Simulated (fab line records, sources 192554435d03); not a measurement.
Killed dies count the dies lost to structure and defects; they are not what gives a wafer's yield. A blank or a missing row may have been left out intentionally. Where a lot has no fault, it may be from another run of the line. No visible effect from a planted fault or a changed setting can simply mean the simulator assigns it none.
Split-lot experiment    flow n5Finfet    21 wafers read from 7 lots, route of 1938 steps

## THE SPLIT ITSELF
At N5_BEOL_M14_SPUTTER_44 (material Ta, target thk 15 nm, time 24.19 s), the setting powerW was moved away from the recipe's 15000 W on 4 of the 21 wafers read, by +6.8% to +12.8%. All remaining wafers had this setting at the recipe value.

The reading is taken at the split's own step.

## THE READING
Ta_of_BEOL_M14_SPUTTER_44.thkNm (the simulator's own value, which no gauge read), in nm, at N5_BEOL_M14_SPUTTER_44 (material Ta, target thk 15 nm, time 24.19 s). No usual value for it is given in the file. Across the 17 wafers here that went through the recipe, the average is 15.1 nm and the standard deviation 0.22 nm.

wafer   tool, chamber at the split  powerW as run, W  against the recipe  Ta_of_BEOL_M14_SPUTTER_44.thkNm, nm  against lot-mates on the recipe
L080.4  pvdSputter-01, -            15000             recipe              15.2                                 -
L080.5  pvdSputter-01, -            15000             recipe              15.2                                 -
L080.6  pvdSputter-01, -            15000             recipe              15                                   -
L084.2  pvdSputter-03, -            16920             +12.8%              16.6                                 +1.8
L084.4  pvdSputter-03, -            16920             +12.8%              16.6                                 +1.8
L084.5  pvdSputter-03, -            15000             recipe              14.8                                 -
L086.1  pvdSputter-01, -            15000             recipe              14.8                                 -
L086.2  pvdSputter-01, -            15000             recipe              15                                   -
L086.3  pvdSputter-01, -            15000             recipe              15                                   -
L092.2  pvdSputter-01, -            15000             recipe              14.8                                 -
L092.4  pvdSputter-01, -            15000             recipe              14.8                                 -
L092.5  pvdSputter-01, -            15000             recipe              14.8                                 -
L093.3  pvdSputter-03, -            15000             recipe              15.4                                 -
L093.4  pvdSputter-03, -            15000             recipe              15.2                                 -
L093.6  pvdSputter-03, -            16040             +6.9%               16.4                                 +1.1
L094.1  pvdSputter-01, -            16020             +6.8%               16.2                                 +0.8
L094.5  pvdSputter-01, -            15000             recipe              15.4                                 -
L094.6  pvdSputter-01, -            15000             recipe              15.4                                 -
L097.2  pvdSputter-02, -            15000             recipe              15.2                                 -
L097.6  pvdSputter-02, -            15000             recipe              15.2                                 -
L097.4  pvdSputter-02, -            15000             recipe              15                                   -

FIT RESULTS
A straight line over all 21 wafers: Ta_of_BEOL_M14_SPUTTER_44.thkNm changes by +0.131 nm for each +1% of powerW; r = +0.92; the points scatter about the line by 0.24 nm.
The same after taking each lot's own level away (the mean of its wafers on the recipe; 21 wafers): +0.14 nm for each +1%; r = +0.99; scatter 0.086 nm.
On that fit, the largest move of powerW shifts the reading by 1.8 nm.
The span of the lots' own levels, 14.80 to 15.40 nm, comes to 2.8 times the standard deviation stated above.
Hence the lot-to-lot level has little effect on the slope; both slopes agree.
Check: +1.79 nm against its lot-mates is what the line predicts for one of the wafers moved furthest among these (+12.8%) when that wafer is left out of the fit. Against them it came out at +1.8 nm.

## THESE WAFERS: OTHER SPLITS
Note: prior to the reading, these wafers also went through further splits. Each is held against what the fit with the lots' levels taken away leaves over:
other split on the same wafers    wafers away from the commonest value  r with Ta_of_BEOL_M14_SPUTTER_44.thkNm (lot level and that fit taken away)
N5_BEOL_M10_TRENCH_ETCH_37 biasW  5                                     +0.16
N5_BEOL_M10_ETCH_41 sourceW       8                                     +0.02
N5_BEOL_M11_EXPOSE_25 doseMj      6                                     -0.23
N5_BEOL_M11_VIA_ETCH_34 timeS     9                                     +0.15
N5_BEOL_M12_ILD_DEP_00 timeS      9                                     +0.41
N5_BEOL_M12_SPUTTER_44 timeS      9                                     +0.16
N5_BEOL_M14_SPUTTER_43 powerW     8                                     -0.12

## FILE'S OWN FIT
Ta_of_BEOL_M14_SPUTTER_44.thkNm changes by +0.14 nm for each +1% of powerW, r = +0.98.
